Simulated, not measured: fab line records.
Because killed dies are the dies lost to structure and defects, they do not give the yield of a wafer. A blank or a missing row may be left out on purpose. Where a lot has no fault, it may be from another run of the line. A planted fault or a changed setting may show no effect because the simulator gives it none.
Comparing a struck lot with a sound one    flow n5Finfet    19 steps out of a route of 1938
Sound: the wafers L222.1, L222.4, L222.6. Wafers L225.2, L225.3, L225.6 were the ones struck. The cause is named last.
For every step that has rows: the tool of each side, followed by ch and its chambers, followed by its first start. Under that, the readings that differ: sound wafers    struck wafers    difference of the means    sigmas: that difference in standard deviations of wafers without a fault.
alike: readings whose means differ by less than 2 such deviations, and words and numbers that are the same on both sides. not compared: withheld readings, readings that some wafer has no value for, bounds like >300 that may hide the same value, and numbers for which the record gives no deviation and whose values overlap.
Wherever a step has rows on one side only, a row that says differs or no value, or a row with sigmas, the two part there. Non-overlapping numbers with no deviation appear without sigmas and do not part them. Lack of a reading on every wafer of one side parts them only where that side has two or more wafers.

N5_BEOL_M0_SAQP_ETCH_88: etches underlayer in N2/H2, target depth 6.5 nm, time 5.2 s.
  sound on rieDiel-06 ch 0,1,3, day 7 14:15; struck on rieDiel-02 ch 0,1,3, day 8 11:55
  alike: drypumpMotorCurrentA, etchRfOnTimeS, oesProductAu, rfVppV, showerheadPlenumPTorr, throttleValvePct
  not compared: rfHoursCounterH
N5_BEOL_M0_SAQP_ETCH_73: etches SiARC in CF4, target depth 19.5 nm, time 32.5 s.
  sound on rieDiel-06 ch 0,1,3, day 7 14:16; struck on rieDiel-02 ch 0,1,3, day 8 11:55
  alike: drypumpMotorCurrentA, etchRfOnTimeS, oesProductAu, rfVppV, showerheadPlenumPTorr, throttleValvePct
  not compared: rfHoursCounterH
N5_BEOL_M0_SAQP_CUT_ETCH_46: etches SOC in N2/H2, target depth 135 nm, overetch 27 nm, time 202.5 s.
  sound on rieDiel-06 ch 0,1,3, day 7 14:18; struck on rieDiel-02 ch 0,1,3, day 8 11:57
  alike: drypumpMotorCurrentA, rfVppV, showerheadPlenumPTorr, throttleValvePct
  not compared: rfHoursCounterH
then, 3 steps without rows for these wafers: N5_BEOL_M0_SAQP_STRIP_74 (strips in N2/H2); N5_BEOL_M0_SAQP_STRIP_89 (strips in N2/H2); N5_BEOL_M0_SAQP_ALD_48 (deposits SiO2, target thk 20 nm, pulse time 1 s, co reactant pulse time 1 s).
N5_BEOL_M0_SAQP_ETCH_49: etches SiO2 in CF4/O2, target depth 37 nm.
  sound on rieDiel-02 ch 1,2, day 7 15:04; struck on rieDiel-03 ch 0,1,2, day 8 12:46
  alike: drypumpMotorCurrentA, oes_ar_750_au, oesProductAu, rfVppV, showerheadPlenumPTorr, throttleValvePct
  not compared: rfHoursCounterH
N5_BEOL_M0_SAQP_STRIP_75: strips in CF4.
  sound on rieDiel-02 ch 1,2, day 7 15:10; struck on rieDiel-03 ch 0,1,2, day 8 12:52
  alike: drypumpMotorCurrentA, oesProductAu, rfVppV, showerheadPlenumPTorr, throttleValvePct
  not compared: rfHoursCounterH
then, 4 steps without rows for these wafers: N5_BEOL_M0_CUTY_COAT_50 (time 60 s, resist thk 15 nm); N5_BEOL_M0_CUTY_COAT_51 (resist thk 150 nm); N5_BEOL_M0_CUTY_EBR_52; N5_BEOL_M0_CUTY_SOFTBAKE_53 (time 60 s).
N5_BEOL_M0_CUTY_EXPOSE_54: exposes mask M0 ABLK.
  sound on arfiScanner-03 ch 0, day 7 15:25; struck on arfiScanner-02 ch 0, day 8 13:08
reading                             sound           struck       difference  sigmas
model.BEOL_M0_CUTY.overlayXNm (nm)  -0.6 -0.6 -0.6  9.6 9.6 9.6  +10.2       
  alike: mask
then, 2 steps without rows for these wafers: N5_BEOL_M0_CUTY_PEB_55 (peb time 60 s); N5_BEOL_M0_CUTY_DEVELOP_56 (develop time 30 s).
N5_BEOL_M0_CUTY_CD_MEAS_57: target cd 200 nm.
  sound on cdSem-02 ch 0, day 7 15:33; struck on cdSem-03 ch 0, day 8 13:16
reading    sound              struck             difference  sigmas
cdNm (nm)  198.6 198.6 198.7  201.2 201.0 200.3  +2.2        +2
N5_BEOL_M0_CUTY_OVL_MEAS_58:
  sound on overlay-01 ch 0, day 7 15:35; struck on overlay-01 ch 0, day 8 13:17
reading           sound           struck       difference  sigmas
M0_ABLK_OVL (nm)  -1.0 -1.0 -0.7  9.6 9.5 9.1  +10.3       +12
N5_BEOL_M0_CUTY_INSPECT_59: inspects for defects (macro).
  sound on defectInspect-01, day 7 15:36; struck on defectInspect-02, day 8 13:19
  alike: rawDefectCount
-- the record jumps here: 2 days lie between the struck wafers' starts before and after (it left off in module BEOL_M0_CUTY and takes up again in module BEOL_M4, whose first step shown is number 1111 of the route) --
N5_BEOL_M4_RC_MEAS_101:
  sound on prober-02 ch 0, day 9 22:32; struck on prober-02 ch 0, day 10 23:59
  alike: DIBL_N, DIBL_P, IOFF_N, IOFF_P, ION_N, ION_P, SS_N, SS_P, VT_N, VT_P

== WHERE THEY PART ==
Earliest at N5_BEOL_M0_CUTY_CD_MEAS_57; latest, in this record, at N5_BEOL_M0_CUTY_OVL_MEAS_58. Later steps at which nothing parts them and some readings are alike: N5_BEOL_M0_CUTY_INSPECT_59, N5_BEOL_M4_RC_MEAS_101.

WHY: what the simulator had put in
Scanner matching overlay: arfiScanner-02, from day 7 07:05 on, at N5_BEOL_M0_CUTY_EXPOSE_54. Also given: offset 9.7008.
